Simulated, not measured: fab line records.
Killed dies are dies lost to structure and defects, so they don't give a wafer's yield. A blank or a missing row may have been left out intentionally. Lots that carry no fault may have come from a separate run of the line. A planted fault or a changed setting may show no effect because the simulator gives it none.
Split-lot experiment -- flow n5_finfet -- on a route of 1938 steps: 7 lots, 21 wafers read

== THE SPLIT ==
At N5_BEOL_M8_ILD_DEP_00 (deposits SiCOH lowk from DEMS/porogen, target thk 179.75 nm, time 33.4 s), the setting time_s was moved away from the recipe's 33.4 s on 5 of the 21 wafers read, by -13.9% to +13.1%. All remaining wafers had this setting at the recipe value.

== THE PATH FROM SPLIT TO READING: the file shows 1 step between them ==
- N5_BEOL_M8_CURE_74: cures SiCOH lowk, time 240 s

== THE READING ==
Values of M8_ILD_THK in nm from N5_BEOL_M8_THK_MEAS_01. On this fab line, fault-free wafers typically give 153.9 nm with a standard deviation of 2 nm.

wafer,"tool, chamber at the split","time_s as run, s",against the recipe,"M8_ILD_THK, nm",against lot-mates on the recipe
L075.1,"pecvd-04, 2",33.4,recipe,151.7,-
L075.3,"pecvd-04, 1",33.4,recipe,154.2,-
L075.4,"pecvd-04, 0",33.4,recipe,155.2,-
L077.1,"pecvd-04, 2",33.4,recipe,152.8,-
L077.2,"pecvd-04, 1",33.4,recipe,151.1,-
L077.6,"pecvd-04, 2",33.4,recipe,156.5,-
L083.3,"pecvd-04, 2",36.58,+9.5%,169.5,+15.6
L083.4,"pecvd-04, 1",33.4,recipe,153.9,-
L083.6,"pecvd-04, 1",36.58,+9.5%,171.2,+17.3
L091.1,"pecvd-04, 1",37.79,+13.1%,170.5,+17.6
L091.4,"pecvd-04, 2",33.4,recipe,153.2,-
L091.5,"pecvd-04, 1",33.4,recipe,152.6,-
L090.1,"pecvd-01, 0",28.76,-13.9%,130.7,-23.1
L090.4,"pecvd-01, 0",33.4,recipe,152.9,-
L090.5,"pecvd-01, 2",33.4,recipe,154.7,-
L094.3,"pecvd-04, 1",33.4,recipe,154.4,-
L094.5,"pecvd-04, 0",33.4,recipe,157.4,-
L094.6,"pecvd-04, 2",33.4,recipe,157.3,-
L095.2,"pecvd-02, 0",33.4,recipe,158.1,-
L095.4,"pecvd-02, 2",28.98,-13.2%,139.1,-19.5
L095.6,"pecvd-02, 1",33.4,recipe,159.0,-

FIT RESULTS
A straight line over all 21 wafers: M8_ILD_THK changes by +1.45 nm for each +1% of time_s; r = +0.96; the points scatter about the line by 2.6 nm.
The same after taking each lot's own level away (the mean of its wafers on the recipe; 21 wafers): +1.55 nm for each +1%; r = +0.99; scatter 1.6 nm.
The reading moves by 22 nm for the largest change in time_s, on that fit.
Across the lots, their own levels run from 152.90 to 158.55 nm, a range of 2.8 times the standard deviation given above.
The two slopes agree, so the slope changes little with the lot-to-lot level.
Check: for one of the wafers moved furthest among these (-13.9%), held out of the fit, the line's prediction against its lot-mates is -20.9 nm. Against them it came out at -23.1 nm.

== ADDITIONAL SPLITS CARRIED BY THESE WAFERS ==
Before the reading, these wafers also passed through other splits. Each is held against what the fit with the lots' levels taken away leaves over:
other split on the same wafers,wafers away from the commonest value,r with M8_ILD_THK (lot level and that fit taken away)
N5_BEOL_M6_COAT_22 spin_rpm,2,+0.25
N5_BEOL_M6_DESCUM_33 time_s,4,+0.22
N5_BEOL_M6_VIA_ETCH_34 time_s,9,+0.02

== THE WHOLE CHAIN: every reading that the file lists as answering this split, in the file's order ==
step,what it does,reading,change (the file's fit),r (the file's)
N5_BEOL_M8_ILD_DEP_00,"deposits SiCOH lowk from DEMS/porogen, target thk 179.75 nm, time 33.4 s","SiCOH_lowk_of_BEOL_M8_ILD_DEP_00.thk_nm (the simulator's own value, which no gauge read)",+1.76 nm for each +1% of the setting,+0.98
N5_BEOL_M8_CURE_74,"cures SiCOH lowk, time 240 s","SiCOH_lowk_of_BEOL_M8_ILD_DEP_00.thk_nm (the simulator's own value, which no gauge read)",+1.53 nm for each +1% of the setting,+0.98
N5_BEOL_M8_THK_MEAS_01,,M8_ILD_THK,+1.53 for each +1% of the setting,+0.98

== THE FILE'S OWN FIT ==
M8_ILD_THK changes by +1.53 nm for each +1% of time_s, r = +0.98.
